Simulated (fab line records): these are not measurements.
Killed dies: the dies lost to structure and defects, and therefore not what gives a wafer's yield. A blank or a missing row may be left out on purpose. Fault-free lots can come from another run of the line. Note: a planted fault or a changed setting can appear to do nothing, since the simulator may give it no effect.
fab line records	flow nandHarc
record lots=24	wafers=72	lastDay=25
route steps=1159 shown A_CONTACT@898 A_BLC@976
lots untouched by any fault: they come from a run of this same line in which no faults occurred
startH: hours from the record's opening day to when the first of the lot's shown wafers began	waitH: how many hours have passed since the lot's step before this one	" as in the row above	L1.1+2: one row covering several wafers at once	- no value, or no start was given	* or withheld: withheld	< > ~ a bound
route shown NAME@n: NAME is a module with steps in the file, n the number in the route of the first one	usual: the fault-free wafers' mean and standard deviation	same: alike in all rows	chamber/n: place in a boat	sites: the reading at each site	_std_site: standard deviation of those values	_edge_site: mean of outer sites minus mean of inner sites	radiusMm: how far each site lies from the wafer's centre	mask NAME#n: copy n	behind: tool/chamber where the wafer was last shaped	hold: cause of the lot's hold/its duration in hours/its outcome	device: whichever transistor did not switch (one of n, p or np)	end of line: the route-end tests of the same wafers	a step without rows: its recipe alone	killed: at the first sort, the dies lost to defects and structure; wafer yield is something else	map: a wafer's dies, x killed, . not, _ none there
set.NAME: the setting the step ran with; set.NAME@STEP: the setting that earlier step ran with	model.NAME: the simulator's own value behind a step, which no gauge read
a sample of lots followed through the steps of the route, with each step as a table and each wafer as a row
services: from which hour (startH, from the record's first day; less than 0 if before it) a tool's chamber was out of use, for how many hours, and why
## steps
# step NHARC_A_CONTACT_INSPECT_71
# usual rawDefectCount=27/12
lot.wafer	tool	chamber	startH	waitH	rawDefectCount
L077.2	defectInspect-01	-	384.95	0.0	36
L077.3	"	-	"	"	26
L077.4	"	-	"	"	32
L075.3	defectInspect-01	-	387.39	0.0	19
L075.5	"	-	"	"	43
L075.6	"	-	"	"	27
L074.3	defectInspect-02	-	389.05	0.0	8
L074.4	"	-	"	"	8
L074.6	"	-	"	"	12
L079.1	defectInspect-02	-	389.35	0.0	8
L079.5	"	-	"	"	15
L079.6	"	-	"	"	15
L078.2	defectInspect-01	-	394.83	0.0	17
L078.4	"	-	"	"	25
L078.5	"	-	"	"	20
L076.1	defectInspect-02	-	395.84	0.0	21
L076.2	"	-	"	"	24
L076.5	"	-	"	"	22
L080.1	defectInspect-01	-	414.48	0.0	32
L080.2	"	-	"	"	35
L080.3	"	-	"	"	50
L084.1	defectInspect-01	-	427.26	0.0	17
L084.4	"	-	"	"	16
L084.5	"	-	"	"	13
L082.1	defectInspect-01	-	431.54	0.0	11
L082.3	"	-	"	"	11
L082.6	"	-	"	"	13
L081.1	defectInspect-02	-	439.00	0.0	48
L081.3	"	-	"	"	35
L081.6	"	-	"	"	46
L083.2	defectInspect-01	-	441.39	0.0	52
L083.4	"	-	"	"	55
L083.6	"	-	"	"	47
L086.1	defectInspect-02	-	450.43	0.0	19
L086.3	"	-	"	"	12
L086.5	"	-	"	"	10
L089.2	defectInspect-01	-	451.20	0.0	48
L089.3	"	-	"	"	43
L089.6	"	-	"	"	29
L087.3	defectInspect-02	-	455.64	0.0	14
L087.5	"	-	"	"	11
L087.6	"	-	"	"	14
L085.1	defectInspect-02	-	455.90	0.0	30
L085.2	"	-	"	"	22
L085.4	"	-	"	"	31
L088.1	defectInspect-01	-	461.54	0.0	39
L088.3	"	-	"	"	23
L088.5	"	-	"	"	23
L090.1	defectInspect-02	-	467.97	0.0	10
L090.2	"	-	"	"	11
L090.6	"	-	"	"	12
L091.2	defectInspect-01	-	469.66	0.0	18
L091.3	"	-	"	"	16
L091.4	"	-	"	"	17
L092.4	defectInspect-01	-	494.82	0.0	28
L092.5	"	-	"	"	32
L092.6	"	-	"	"	37
L094.1	defectInspect-01	-	497.79	0.0	41
L094.2	"	-	"	"	36
L094.3	"	-	"	"	36
L093.3	defectInspect-01	-	501.87	0.0	39
L093.4	"	-	"	"	40
L093.5	"	-	"	"	38
L096.2	defectInspect-01	-	510.01	0.0	42
L096.3	"	-	"	"	28
L096.4	"	-	"	"	41
L095.2	defectInspect-01	-	511.07	0.0	42
L095.4	"	-	"	"	50
L095.6	"	-	"	"	48
L097.2	defectInspect-02	-	528.97	0.0	42
L097.3	"	-	"	"	23
L097.6	"	-	"	"	30
# step NHARC_A_CONTACT_DEP_85
# recipe targetThkA=500	targetThkNm=50	tempC=400	pressureTorr=3.5	flowSccm=200	rfW=350	material=SiON
# usual heaterPowerW=761/66	showerheadVppV=1146/41	susceptorTempC=399.98/0.21
lot.wafer	tool	chamber	startH	waitH	heaterPowerW	showerheadVppV	susceptorTempC
L077.2	pecvd-01	2	392.26	0.9	873	1130	400.04
L077.3	"	1	"	"	666	1152	399.93
L077.4	"	1	"	"	677	1156	399.63
L075.3	pecvd-01	0	395.20	0.6	648	1137	400.12
L075.6	"	1	"	"	649	1144	399.96
L075.5	"	2	"	"	833	1165	400.02
L074.3	pecvd-03	1	398.43	0.7	729	1058	400.31
L074.4	"	0	"	"	747	1146	399.82
L074.6	"	1	"	"	728	1036	400.08
L079.1	pecvd-01	1	399.18	1.1	627	1141	400.01
L079.5	"	2	"	"	780	1141	399.91
L079.6	"	0	"	"	696	1114	399.92
L078.2	pecvd-01	2	400.75	0.9	763	1154	400.12
L078.5	"	0	"	"	750	1132	400.06
L078.4	"	1	"	"	685	1164	400.39
L076.2	pecvd-01	2	401.69	0.9	861	1132	400.26
L076.1	"	0	"	"	792	1120	400.09
L076.5	"	1	"	"	659	1154	399.98
L080.2	pecvd-04	1	420.02	0.9	688	1193	400.15
L080.3	"	2	"	"	864	1113	400.21
L080.1	"	0	"	"	804	1168	400.01
L084.1	pecvd-01	0	435.82	1.1	736	1106	399.73
L084.4	"	2	"	"	890	1129	400.06
L084.5	"	1	"	"	625	1146	399.55
L082.3	pecvd-04	2	440.71	0.7	845	1117	399.91
L082.1	"	0	"	"	835	1154	399.94
L082.6	"	0	"	"	823	1193	399.98
L081.1	pecvd-01	2	444.76	1.1	852	1153	399.98
L081.3	"	0	"	"	733	1110	400.09
L081.6	"	0	"	"	727	1113	400.24
L083.2	pecvd-04	2	447.98	0.9	773	1117	399.90
L083.4	"	1	"	"	756	1177	400.08
L083.6	"	2	"	"	777	1119	399.97
L086.3	pecvd-04	0	456.64	0.9	721	1178	400.45
L086.1	"	1	"	"	794	1195	399.93
L086.5	"	0	"	"	741	1180	399.91
L089.3	pecvd-03	1	457.12	0.7	766	1034	399.80
L089.2	"	0	"	"	684	1141	400.08
L089.6	"	0	"	"	700	1148	399.84
L087.3	pecvd-01	0	461.49	0.8	731	1120	400.20
L087.6	"	2	"	"	812	1144	399.99
L087.5	"	0	"	"	730	1122	400.34
L085.1	pecvd-04	0	462.77	1.1	849	1166	399.93
L085.2	"	1	"	"	794	1206	399.94
L085.4	"	0	"	"	843	1176	399.96
L088.1	pecvd-03	2	470.21	1.1	688	1177	399.63
L088.3	"	0	"	"	850	1130	399.74
L088.5	"	1	"	"	779	1054	399.98
L090.2	pecvd-04	0	473.74	0.9	780	1168	400.12
L090.1	"	1	"	"	746	1202	399.67
L090.6	"	0	"	"	762	1164	399.96
L091.2	pecvd-04	1	475.26	0.9	701	1210	399.97
L091.3	"	2	"	"	856	1131	399.84
L091.4	"	0	"	"	728	1163	399.94
L092.4	pecvd-04	1	501.36	1.0	796	1206	400.09
L092.6	"	2	"	"	862	1118	400.19
L092.5	"	0	"	"	794	1187	400.27
L094.3	pecvd-04	0	503.95	0.7	728	1169	400.27
L094.1	"	1	"	"	782	1223	400.11
L094.2	"	2	"	"	701	1128	399.54
L093.3	pecvd-04	1	507.49	0.7	708	1184	399.97
L093.4	"	0	"	"	713	1163	400.26
L093.5	"	2	"	"	848	1119	399.74
L095.2	pecvd-01	2	516.77	0.9	808	1141	399.93
L095.4	"	0	"	"	741	1115	400.29
L095.6	"	0	"	"	777	1111	400.29
L096.3	pecvd-04	0	517.49	0.6	831	1172	400.10
L096.2	"	2	"	"	852	1133	399.59
L096.4	"	1	"	"	747	1211	399.57
L097.2	pecvd-03	1	536.54	0.8	795	1049	400.23
L097.3	"	0	"	"	794	1157	399.84
L097.6	"	0	"	"	794	1146	400.16
# step NHARC_A_CONTACT_ETCH_110
# recipe targetDepthA=500	overetchA=50	timeS=27.5	ionEnergyEv=100	cf4FlowSccm=80	o2FlowSccm=20	arFlowSccm=0	rfW=300	biasW=100	chemistry=CF4/O2
# usual chamberPressureMTorr=29.993/0.03	drypumpMotorCurrentA=5.6/0.43	o2FlowSccm=20.00/0.061	oesProductAu=0.995/0.012	rfVppV=198.0/1.7	showerheadPlenumPTorr=1.34/0.069	throttleValvePct=13.398/0.0083
lot.wafer	tool	chamber	startH	waitH	chamberPressureMTorr	drypumpMotorCurrentA	o2FlowSccm	oesProductAu	rfHoursCounterH	rfVppV	showerheadPlenumPTorr	throttleValvePct
L077.4	rieDiel-01	2	395.88	0.1	30.022	6.2	19.93	0.981	19	199.2	1.40	13.391
L077.2	"	3	"	"	29.991	5.0	19.95	0.982	20	200.7	1.39	13.409
L077.3	"	0	"	"	29.984	5.8	19.93	0.995	20	200.1	1.44	13.417
L075.3	rieDiel-13	0	399.03	0.2	29.932	6.1	19.96	0.991	25	198.0	1.27	13.383
L075.6	"	3	"	"	29.948	4.8	20.09	0.999	-	195.2	1.23	13.388
L075.5	"	0	"	"	29.985	6.1	19.85	0.990	-	196.5	1.27	13.377
L074.3	rieDiel-13	0	402.08	0.1	29.985	6.0	19.97	1.002	26	198.0	1.27	13.393
L074.6	"	3	"	"	29.984	4.8	20.06	1.000	-	196.2	1.23	13.392
L074.4	"	0	"	"	29.978	6.1	19.97	1.003	-	196.5	1.27	13.413
L079.1	rieDiel-03	2	403.21	0.1	30.015	5.5	20.04	1.003	1	198.7	1.36	13.399
L079.6	"	0	"	"	29.992	5.7	20.06	0.984	-	198.4	1.35	13.404
L079.5	"	1	"	"	30.001	5.6	20.02	1.014	-	197.2	1.29	13.396
L078.2	rieDiel-01	2	404.17	0.1	29.992	6.3	19.95	0.980	22	199.3	1.40	13.396
L078.4	"	0	"	"	29.941	5.9	20.01	0.985	24	200.3	1.44	13.398
L078.5	"	3	"	"	29.976	5.0	20.05	0.984	-	198.0	1.39	13.406
L076.2	rieDiel-13	0	405.33	0.1	29.977	6.1	19.99	0.992	27	196.8	1.27	13.394
L076.1	"	1	"	"	29.939	5.9	19.96	1.018	27	199.5	1.39	13.400
L076.5	"	3	"	"	29.988	4.8	19.92	0.998	-	195.9	1.23	13.396
L080.2	rieDiel-13	2	423.85	0.1	29.998	5.8	19.98	1.007	25	195.4	1.24	13.410
L080.3	"	3	"	"	29.950	4.8	20.02	0.990	27	195.6	1.23	13.399
L080.1	"	0	"	"	29.962	6.1	20.09	0.991	29	197.5	1.27	13.390
L084.1	rieDiel-01	2	439.41	0.1	29.972	6.3	19.94	0.974	37	199.6	1.40	13.396
L084.5	"	2	"	"	30.028	6.3	19.98	0.970	-	198.5	1.40	13.403
L084.4	"	3	"	"	29.988	5.0	19.99	0.978	-	199.6	1.38	13.392
L082.3	rieDiel-13	0	444.61	0.1	30.012	6.1	20.09	0.985	33	196.8	1.27	13.412
L082.1	"	3	"	"	29.945	4.8	20.11	0.982	31	195.4	1.23	13.390
L082.6	"	0	"	"	29.997	6.1	20.09	0.983	-	195.6	1.27	13.399
L081.1	rieDiel-03	2	448.45	0.1	30.026	5.5	20.05	1.028	17	199.4	1.36	13.413
L081.3	"	3	"	"	30.004	5.6	20.00	0.999	16	197.0	1.31	13.394
L081.6	"	0	"	"	29.983	5.7	20.02	0.991	-	199.3	1.35	13.391
L083.2	rieDiel-13	0	451.31	0.1	29.973	6.1	19.98	0.993	34	197.3	1.27	13.398
L083.4	"	2	"	"	30.051	5.8	20.03	1.003	31	193.8	1.23	13.389
L083.6	"	3	"	"	30.035	4.8	20.07	0.988	-	195.5	1.23	13.399
L086.1	rieDiel-03	3	460.94	0.2	29.996	5.5	20.01	1.009	21	196.8	1.31	13.404
L086.3	"	0	"	"	30.048	5.7	19.98	0.989	22	197.1	1.35	13.395
L086.5	"	2	"	"	30.042	5.5	19.93	1.016	-	196.8	1.36	13.377
L089.2	rieDiel-03	3	461.51	0.1	30.004	5.6	19.95	1.008	22	195.8	1.31	13.399
L089.3	"	1	"	"	29.983	5.6	19.99	1.003	25	197.7	1.28	13.399
L089.6	"	2	"	"	30.082	5.5	20.06	1.014	-	198.9	1.36	13.411
L087.3	rieDiel-13	2	465.16	0.1	30.015	5.8	19.88	0.989	1	200.1	1.45	13.388
L087.5	"	0	"	"	30.017	6.1	20.06	0.986	-	198.7	1.27	13.407
L087.6	"	1	"	"	29.967	5.9	20.07	0.992	-	198.8	1.39	13.388
L085.4	rieDiel-13	0	466.30	0.0	29.988	6.1	19.93	0.982	1	197.3	1.27	13.406
L085.1	"	2	"	"	29.969	5.8	19.94	0.992	1	200.1	1.45	13.407
L085.2	"	3	"	"	30.035	4.8	20.02	0.985	1	199.9	1.45	13.395
L088.1	rieDiel-01	0	473.91	0.1	30.023	5.8	20.11	0.993	52	200.5	1.43	13.404
L088.3	"	2	"	"	29.999	6.3	19.96	0.968	53	200.3	1.40	13.402
L088.5	"	2	"	"	30.053	6.3	19.94	0.974	-	199.2	1.40	13.401
L090.1	rieDiel-13	0	477.07	0.1	29.979	6.1	19.93	0.998	4	196.6	1.27	13.385
L090.2	"	1	"	"	30.044	5.9	19.96	0.976	4	199.4	1.39	13.393
L090.6	"	0	"	"	29.989	6.1	20.02	0.991	-	196.4	1.27	13.389
L091.2	rieDiel-03	3	478.81	0.1	29.986	5.6	20.04	1.002	28	196.6	1.31	13.403
L091.3	"	0	"	"	30.026	5.7	19.94	0.992	29	197.6	1.35	13.390
L091.4	"	1	"	"	29.992	5.6	20.03	1.006	33	195.6	1.28	13.389
L092.4	rieDiel-13	1	505.33	0.1	29.951	5.9	20.01	0.982	9	200.2	1.39	13.394
L092.5	"	2	"	"	30.013	5.8	19.95	0.996	-	200.9	1.44	13.401
L092.6	"	3	"	"	30.010	4.8	19.94	0.991	-	201.7	1.44	13.397
L094.3	rieDiel-03	0	507.56	0.1	29.959	5.7	20.15	0.996	39	198.1	1.35	13.406
L094.2	"	1	"	"	30.019	5.6	20.03	1.008	44	197.0	1.28	13.402
L094.1	"	2	"	"	29.977	5.5	19.92	1.005	44	199.1	1.35	13.390
L093.3	rieDiel-13	1	511.62	0.1	29.966	5.9	20.05	0.986	11	199.7	1.39	13.398
L093.4	"	2	"	"	30.020	5.8	20.01	0.985	9	199.4	1.44	13.399
L093.5	"	1	"	"	29.980	5.9	20.08	0.973	-	197.3	1.39	13.398
L095.2	rieDiel-03	3	520.20	0.1	30.007	5.6	20.00	1.009	45	197.9	1.30	13.403
L095.4	"	1	"	"	30.009	5.6	19.95	1.001	48	196.4	1.28	13.404
L095.6	"	3	"	"	30.026	5.6	20.01	1.020	-	197.6	1.30	13.399
L096.3	rieDiel-03	1	521.00	0.1	29.995	5.6	19.95	1.012	48	196.4	1.28	13.402
L096.4	"	2	"	"	29.991	5.5	19.95	1.016	49	196.8	1.35	13.414
L096.2	"	3	"	"	29.994	5.6	20.17	0.999	45	198.0	1.30	13.390
L097.2	rieDiel-13	0	540.11	0.1	30.044	6.1	20.06	0.990	14	196.6	1.27	13.394
L097.3	"	1	"	"	29.936	5.9	20.02	0.985	16	197.8	1.39	13.390
L097.6	"	3	"	"	29.975	4.8	19.98	0.993	-	200.1	1.44	13.397
# step NHARC_A_BLC_INSPECT_12
# usual rawDefectCount=29/13
lot.wafer	tool	chamber	startH	waitH	rawDefectCount
L077.2	defectInspect-02	-	399.73	0.0	33
L077.3	"	-	"	"	34
L077.4	"	-	"	"	34
L075.3	defectInspect-01	-	401.74	0.0	21
L075.5	"	-	"	"	39
L075.6	"	-	"	"	29
L074.3	defectInspect-02	-	404.92	0.0	18
L074.4	"	-	"	"	10
L074.6	"	-	"	"	15
L079.1	defectInspect-02	-	405.86	0.0	10
L079.5	"	-	"	"	15
L079.6	"	-	"	"	13
L078.2	defectInspect-01	-	406.84	0.0	18
L078.4	"	-	"	"	31
L078.5	"	-	"	"	19
L076.1	defectInspect-02	-	408.19	0.0	27
L076.2	"	-	"	"	24
L076.5	"	-	"	"	21
L080.1	defectInspect-02	-	428.59	0.0	32
L080.2	"	-	"	"	37
L080.3	"	-	"	"	51
L084.1	defectInspect-02	-	444.34	0.0	15
L084.4	"	-	"	"	14
L084.5	"	-	"	"	12
L082.1	defectInspect-01	-	448.20	0.1	10
L082.3	"	-	"	"	8
L082.6	"	-	"	"	17
L081.1	defectInspect-01	-	451.12	0.0	49
L081.3	"	-	"	"	36
L081.6	"	-	"	"	49
L083.2	defectInspect-01	-	456.92	0.0	55
L083.4	"	-	"	"	59
L083.6	"	-	"	"	47
L086.1	defectInspect-01	-	464.40	0.0	20
L086.3	"	-	"	"	12
L086.5	"	-	"	"	13
L089.2	defectInspect-01	-	464.55	0.0	44
L089.3	"	-	"	"	42
L089.6	"	-	"	"	34
L087.3	defectInspect-02	-	469.42	0.0	17
L087.5	"	-	"	"	20
L087.6	"	-	"	"	24
L085.1	defectInspect-02	-	470.30	0.0	40
L085.2	"	-	"	"	28
L085.4	"	-	"	"	42
L088.1	defectInspect-02	-	476.87	0.0	42
L088.3	"	-	"	"	28
L088.5	"	-	"	"	22
L090.1	defectInspect-02	-	482.02	0.0	11
L090.2	"	-	"	"	9
L090.6	"	-	"	"	11
L091.2	defectInspect-01	-	491.77	0.0	27
L091.3	"	-	"	"	14
L091.4	"	-	"	"	15
L092.4	defectInspect-02	-	509.83	0.0	28
L092.5	"	-	"	"	31
L092.6	"	-	"	"	38
L094.1	defectInspect-01	-	510.24	0.0	45
L094.2	"	-	"	"	41
L094.3	"	-	"	"	37
L093.3	defectInspect-01	-	519.44	0.0	42
L093.4	"	-	"	"	42
L093.5	"	-	"	"	45
L095.2	defectInspect-01	-	527.85	0.0	42
L095.4	"	-	"	"	54
L095.6	"	-	"	"	46
L096.2	defectInspect-02	-	528.32	0.0	44
L096.3	"	-	"	"	39
L096.4	"	-	"	"	45
L097.2	defectInspect-01	-	543.94	0.1	44
L097.3	"	-	"	"	25
L097.6	"	-	"	"	35
# step NHARC_A_BLC_STRIP_29
# recipe cf4FlowSccm=150	arFlowSccm=0	biasW=0	chemistry=CF4
# usual chamberPressureMTorr=50.00/0.044	drypumpMotorCurrentA=5.8/0.5	oesProductAu=1.005/0.012	rfVppV=59.4/0.83	showerheadPlenumPTorr=1.75/0.067	throttleValvePct=13.283/0.0091
lot.wafer	tool	chamber	startH	waitH	chamberPressureMTorr	drypumpMotorCurrentA	oesProductAu	rfHoursCounterH	rfVppV	showerheadPlenumPTorr	throttleValvePct
L077.4	rieDiel-06	0	400.83	0.1	50.03	5.0	1.011	15	60.2	1.67	13.277
L077.2	"	1	"	"	50.02	5.7	0.997	15	60.2	1.81	13.296
L077.3	"	3	"	"	50.04	5.2	1.007	13	61.0	1.84	13.292
L075.3	rieDiel-06	2	403.28	0.1	50.07	6.5	1.018	14	59.6	1.66	13.266
L075.6	"	2	"	"	49.99	6.5	1.015	-	58.5	1.67	13.278
L075.5	"	3	"	"	50.03	5.2	0.986	-	58.2	1.84	13.283
L074.3	rieDiel-06	1	406.05	0.1	49.97	5.7	0.995	15	58.7	1.81	13.282
L074.4	"	3	"	"	49.95	5.2	0.995	13	58.3	1.84	13.289
L074.6	"	1	"	"	50.05	5.6	1.000	-	59.3	1.81	13.283
L079.1	rieDiel-08	1	406.97	0.1	50.01	6.0	1.005	36	59.3	1.71	13.289
L079.5	"	0	"	"	50.08	6.2	1.020	-	58.8	1.76	13.287
L079.6	"	1	"	"	50.06	6.1	1.004	-	59.5	1.71	13.287
L078.2	rieDiel-06	1	408.03	0.1	50.06	5.7	0.992	16	59.9	1.81	13.291
L078.4	"	3	"	"	50.02	5.2	0.993	14	58.9	1.84	13.303
L078.5	"	2	"	"	50.02	6.6	1.019	-	58.7	1.67	13.271
L076.2	rieDiel-06	2	409.75	0.1	49.97	6.6	1.017	16	59.9	1.66	13.272
L076.1	"	3	"	"	49.97	5.2	1.001	14	60.0	1.84	13.292
L076.5	"	1	"	"	50.00	5.7	0.995	-	60.4	1.81	13.276
L080.1	rieDiel-06	2	429.68	0.1	50.02	6.5	1.029	0	58.7	1.66	13.288
L080.2	"	3	"	"	50.01	5.2	0.999	0	59.5	1.84	13.273
L080.3	"	1	"	"	49.95	5.7	0.987	0	59.9	1.81	13.296
L084.1	rieDiel-09	2	445.45	0.1	49.94	5.6	1.005	1	59.4	1.77	13.290
L084.4	"	0	"	"	50.03	5.4	0.988	1	60.7	1.85	13.280
L084.5	"	3	"	"	49.96	5.8	1.007	-	58.7	1.68	13.271
L082.3	rieDiel-06	0	449.30	0.1	50.02	5.0	1.012	2	58.0	1.67	13.292
L082.1	"	2	"	"	50.06	6.5	1.019	3	59.7	1.66	13.280
L082.6	"	1	"	"	50.02	5.7	0.999	-	60.1	1.81	13.289
L081.1	rieDiel-06	2	452.23	0.1	50.00	6.5	1.025	3	59.5	1.66	13.280
L081.3	"	3	"	"	50.04	5.2	1.020	2	58.7	1.84	13.281
L081.6	"	1	"	"	50.02	5.7	1.001	-	61.0	1.81	13.285
L083.4	rieDiel-06	1	458.02	0.1	49.97	5.7	0.993	3	59.3	1.81	13.274
L083.2	"	0	"	"	49.93	5.0	1.002	2	58.8	1.67	13.304
L083.6	"	2	"	"	50.07	6.5	1.038	-	59.8	1.66	13.276
L086.3	rieDiel-09	0	465.78	0.1	49.98	5.4	0.995	3	58.7	1.85	13.287
L086.1	"	3	"	"	49.92	5.8	1.001	3	60.6	1.68	13.262
L086.5	"	1	"	"	50.01	6.3	1.007	-	59.3	1.79	13.271
L089.2	rieDiel-08	1	465.99	0.1	50.01	6.0	1.001	57	58.5	1.70	13.295
L089.3	"	2	"	"	50.03	6.2	1.015	58	59.1	1.78	13.277
L089.6	"	2	"	"	50.01	6.3	1.006	-	59.7	1.78	13.282
L087.3	rieDiel-09	0	470.74	0.1	49.94	5.4	0.993	3	58.9	1.85	13.268
L087.6	"	1	"	"	50.03	6.3	1.017	-	59.2	1.79	13.293
L087.5	"	2	"	"	49.91	5.5	1.015	-	59.5	1.77	13.294
L085.2	rieDiel-06	2	471.42	0.1	49.96	6.5	1.007	6	59.3	1.66	13.287
L085.1	"	0	"	"	49.97	5.0	0.992	4	58.7	1.67	13.294
L085.4	"	2	"	"	49.97	6.6	1.014	-	60.0	1.66	13.292
L088.3	rieDiel-09	3	477.96	0.1	50.05	5.8	1.000	4	59.8	1.68	13.282
L088.1	"	1	"	"	50.00	6.3	0.995	3	60.8	1.79	13.284
L088.5	"	3	"	"	50.01	5.8	1.002	-	60.3	1.68	13.284
L090.2	rieDiel-09	1	483.11	0.1	50.03	6.3	1.002	4	58.2	1.79	13.280
L090.1	"	2	"	"	49.96	5.5	1.006	4	59.9	1.77	13.296
L090.6	"	2	"	"	49.96	5.5	1.016	-	59.5	1.77	13.278
L091.3	rieDiel-08	0	492.90	0.1	49.97	6.2	0.997	1	58.3	1.75	13.295
L091.4	"	1	"	"	50.01	6.0	0.997	1	59.7	1.70	13.295
L091.2	"	3	"	"	49.94	6.5	1.018	1	59.6	1.67	13.270
L092.4	rieDiel-09	2	510.96	0.1	50.04	5.6	1.016	7	59.4	1.77	13.283
L092.6	"	3	"	"	49.95	5.8	1.006	-	59.4	1.68	13.276
L092.5	"	0	"	"	50.06	5.4	0.996	-	59.4	1.85	13.288
L094.2	rieDiel-09	2	511.37	0.1	50.01	5.5	1.011	8	60.1	1.77	13.299
L094.1	"	3	"	"	50.05	5.8	1.001	8	60.2	1.68	13.299
L094.3	"	0	"	"	49.99	5.4	0.995	8	60.2	1.85	13.281
L093.4	rieDiel-08	1	520.54	0.1	50.02	6.0	1.007	11	61.1	1.70	13.269
L093.3	"	0	"	"	49.96	6.2	0.998	12	58.0	1.75	13.281
L093.5	"	1	"	"	50.08	6.0	0.996	-	60.3	1.70	13.304
L095.2	rieDiel-09	2	528.98	0.1	49.90	5.5	1.019	9	60.0	1.77	13.289
L095.4	"	1	"	"	49.96	6.3	1.007	-	59.2	1.79	13.291
L095.6	"	2	"	"	49.93	5.6	1.009	-	58.7	1.77	13.285
L096.3	rieDiel-06	1	529.41	0.1	50.00	5.6	0.988	10	60.9	1.81	13.279
L096.2	"	3	"	"	50.02	5.2	1.004	9	59.8	1.84	13.279
L096.4	"	0	"	"	49.97	5.0	1.004	10	58.8	1.67	13.287
L097.2	rieDiel-09	3	545.05	0.1	49.95	5.8	1.009	11	59.6	1.68	13.289
L097.3	"	0	"	"	50.02	5.4	0.994	11	59.3	1.84	13.298
L097.6	"	2	"	"	50.02	5.5	1.012	-	57.6	1.77	13.267
# step NHARC_A_BLC_CVD_24
# recipe targetThkA=1500	tempC=300	pressureTorr=40	wf6FlowSccm=40	h2FlowSccm=1600	arFlowSccm=1560	timeS=434	material=W
# usual heaterPowerW=499/72	susceptorTempC=299.99/0.2	throttleValvePct=7.62/0.26
lot.wafer	tool	chamber	startH	waitH	heaterPowerW	susceptorTempC	throttleValvePct
L077.2	cvdW-02	1	-	-	582	299.87	7.47
L077.3	"	1	"	"	604	299.90	7.44
L077.4	"	0	"	"	458	299.71	7.74
L075.3	cvdW-02	1	-	-	601	300.02	7.56
L075.6	"	0	"	"	468	299.99	7.57
L075.5	"	1	"	"	599	299.99	7.50
L074.3	cvdW-02	1	-	-	603	299.78	7.44
L074.4	"	0	"	"	463	300.17	7.48
L074.6	"	0	"	"	460	300.05	7.52
L079.1	cvdW-01	0	-	-	495	299.73	7.41
L079.5	"	0	"	"	502	299.62	7.41
L079.6	"	1	"	"	426	300.19	8.19
L078.2	cvdW-02	1	-	-	603	299.91	7.55
L078.4	"	0	"	"	456	299.86	7.58
L078.5	"	0	"	"	452	299.91	7.83
L076.1	cvdW-02	0	-	-	467	299.83	7.47
L076.2	"	1	"	"	594	300.10	7.70
L076.5	"	0	"	"	463	299.87	7.67
L080.2	cvdW-01	0	-	-	500	299.69	7.53
L080.1	"	1	"	"	422	300.45	8.10
L080.3	"	0	"	"	512	299.79	7.57
L084.1	cvdW-02	1	-	-	591	299.93	7.52
L084.4	"	1	"	"	612	299.94	7.63
L084.5	"	1	"	"	603	299.89	7.53
L082.1	cvdW-02	0	-	-	466	300.11	7.63
L082.3	"	1	"	"	582	300.51	7.66
L082.6	"	1	"	"	598	300.16	7.68
L081.1	cvdW-02	0	-	-	466	300.36	7.61
L081.3	"	1	"	"	602	300.22	7.71
L081.6	"	0	"	"	473	299.92	7.68
L083.2	cvdW-01	1	-	-	418	300.25	7.99
L083.4	"	0	"	"	509	300.11	7.40
L083.6	"	0	"	"	509	299.90	7.33
L086.1	cvdW-02	0	-	-	469	299.72	7.99
L086.3	"	0	"	"	453	299.63	7.63
L086.5	"	0	"	"	451	300.13	7.54
L089.2	cvdW-01	1	-	-	423	299.88	7.96
L089.3	"	0	"	"	514	299.96	7.56
L089.6	"	0	"	"	505	299.69	7.34
L087.3	cvdW-01	0	-	-	500	-	7.57
L087.6	"	1	"	"	411	-	7.99
L087.5	"	0	"	"	505	-	7.46
L085.2	cvdW-02	0	-	-	458	299.69	7.73
L085.1	"	1	"	"	590	300.21	7.60
L085.4	"	0	"	"	458	299.74	7.92
L088.1	cvdW-02	0	-	-	455	300.05	7.63
L088.3	"	1	"	"	603	299.67	7.46
L088.5	"	0	"	"	470	299.96	7.53
L090.2	cvdW-01	1	-	-	406	300.09	7.67
L090.1	"	0	"	"	520	300.06	7.15
L090.6	"	1	"	"	401	300.19	7.49
L091.2	cvdW-02	1	-	-	620	299.87	7.40
L091.3	"	0	"	"	457	300.65	7.79
L091.4	"	1	"	"	597	299.70	7.57
L092.4	cvdW-01	0	-	-	529	299.59	7.32
L092.6	"	1	"	"	394	299.93	7.60
L092.5	"	0	"	"	525	300.02	6.96
L094.2	cvdW-01	0	-	-	514	299.78	7.21
L094.1	"	1	"	"	395	300.15	8.01
L094.3	"	0	"	"	507	299.82	7.29
L093.3	cvdW-01	0	-	-	527	300.05	7.15
L093.4	"	1	"	"	393	299.99	7.44
L093.5	"	0	"	"	514	300.13	7.39
L095.2	cvdW-01	0	-	-	527	299.78	7.26
L095.4	"	1	"	"	405	300.00	7.87
L095.6	"	1	"	"	398	300.05	8.02
L096.2	cvdW-01	0	-	-	516	300.05	7.07
L096.4	"	0	"	"	530	299.67	7.12
L096.3	"	1	"	"	402	300.12	7.86
L097.2	cvdW-01	1	-	-	397	300.01	7.73
L097.3	"	0	"	"	522	300.00	7.08
L097.6	"	1	"	"	404	299.60	7.88
## services
tool	chamber	startH	hours	kind
pecvd-04	-	376.59	13.0	pm
rieDiel-09	-	376.93	1.6	repair
cvdW-02	-	380.12	13.0	pm
rieDiel-09	1	387.03	26.8	repair
rieDiel-03	-	392.35	9.0	pm
rieDiel-09	0	394.11	5.0	repair
pecvd-03	2	395.36	10.0	repair
rieDiel-09	2	396.33	6.0	repair
rieDiel-13	3	413.15	4.2	repair
rieDiel-09	2	416.30	11.9	repair
rieDiel-06	-	418.20	9.0	pm
pecvd-01	-	418.24	13.0	pm
rieDiel-09	-	431.44	9.0	pm
rieDiel-03	0	446.08	1.9	repair
rieDiel-13	-	453.23	9.0	pm
rieDiel-06	3	466.68	15.0	repair
cvdW-01	-	476.88	13.0	pm
rieDiel-09	0	502.48	2.6	repair
rieDiel-09	-	515.30	0.3	repair
rieDiel-09	1	521.32	3.0	repair
pecvd-01	-	524.65	1.1	repair
rieDiel-09	3	528.28	3.9	repair
pecvd-01	2	541.20	4.9	repair
rieDiel-06	2	547.29	5.6	repair
## key
fault none
